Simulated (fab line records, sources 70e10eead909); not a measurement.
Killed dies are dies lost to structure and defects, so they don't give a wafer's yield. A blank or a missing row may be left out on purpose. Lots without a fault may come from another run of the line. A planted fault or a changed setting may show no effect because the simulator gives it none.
A struck lot beside a sound one | flow nand_harc | 15 steps out of a route of 1159
Sound: wafers L550.1, L550.3, L550.4. Struck: wafer L558.4. (L558.3, L558.5 of the same lot were not struck and are left out.) The cause comes at the end.
At each step with rows: each side's tool, then ch and its chambers, then its first start. Under that, the readings that differ: sound wafers | struck wafers | difference of the means | sigmas: that difference in standard deviations of wafers without a fault.
alike: readings whose means differ by less than 2 such deviations, and words and numbers that are the same on both sides. not compared: withheld readings, readings that some wafer has no value for, bounds like >300 that may hide the same value, and numbers for which the record gives no deviation and whose values overlap.
The two part at a step that has a row with sigmas, a row that says differs or no value, or rows on one side only. Numbers that don't overlap but have no deviation are shown without sigmas and don't part them. A reading that every wafer of one side lacks parts them only if that side has two wafers or more.

first, 9 steps without rows for these wafers: NHARC_THIN_TSV_PVD_24 (deposits Al, target thk 800 nm); NHARC_THIN_TSV_DEHYDRATE_25 (time 120 s); NHARC_THIN_TSV_HMDS_26 (time 30 s); NHARC_THIN_TSV_COAT_27; NHARC_THIN_TSV_SOFTBAKE_28 (time 95 s); NHARC_THIN_TSV_EBR_29; NHARC_THIN_TSV_EXPOSE_30 (exposes mask PAD); NHARC_THIN_TSV_PEB_31 (peb time 85 s); NHARC_THIN_TSV_DEVELOP_32 (time 70 s).
NHARC_THIN_TSV_CD_MEAS_33: target cd 5000 nm.
  sound on cd_sem-02 ch 0, day 20 22:03; struck on cd_sem-02 ch 0, day 25 14:13
  alike: cd_nm
then, 1 step without rows for these wafers: NHARC_THIN_TSV_HARDBAKE_34 (time 80 s).
NHARC_THIN_TSV_DESCUM_35: chemistry O2, time 3 s.
  sound on rie_diel-02 ch 0,1,2, day 20 22:13; struck on rie_diel-02 ch 0, day 25 14:24
  alike: drypump_motor_current_A, mfc_ar_sccm, o2_flow_sccm, oes_product_au, rf_vpp_V, showerhead_plenum_p_Torr, throttle_valve_pct
  not compared: rf_hours_counter_h
NHARC_THIN_TSV_ETCH_59: etches the open film in Cl2/BCl3, target depth 880 nm, time 138.1 s.
  sound on rie_metal-03 ch 0,1, day 20 22:22; struck on rie_metal-02 ch 0, day 25 14:35
  reading          | sound             | struck | difference | sigmas
  run_length_s (s) | 159.2 159.4 159.0 | 181.5  | +22.3      | +66
  alike: bcl3_flow_sccm, drypump_motor_current_A, oes_product_au, throttle_valve_pct
  not compared: rf_hours_counter_h
NHARC_THIN_TSV_ETCH_36: etches the open film in Cl2/BCl3, target depth 65 nm, time 18.571 s.
  sound on rie_metal-03 ch 0,1, day 20 22:35; struck on rie_metal-02 ch 0, day 25 14:47
  alike: drypump_motor_current_A, oes_product_au, run_length_s
  not compared: rf_hours_counter_h
NHARC_END_SORT_01:
  sound on prober-01 ch 0, day 21 15:43; struck on prober-01 ch 0, day 26 04:20
  reading     | sound | struck | difference | sigmas
  killed_open | 6 2 4 | 0      | -4         | -2
  alike: defect_limited_yield, killed_at_array, killed_at_other, killed_at_periphery, killed_dies, killed_short, sort_bin_2_pct, sort_bin_3_pct, sort_bin_4_pct, sort_n_pass, sort_rim_yield_pct, sort_yield_pct

WHERE THEY PART
First at NHARC_THIN_TSV_ETCH_59; last, within this record, at NHARC_END_SORT_01.

WHY: what the simulator had put in
Process parameter drift: rie_metal-02, from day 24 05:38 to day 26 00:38, at NHARC_THIN_TSV_ETCH_59. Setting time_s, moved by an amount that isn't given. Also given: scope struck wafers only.
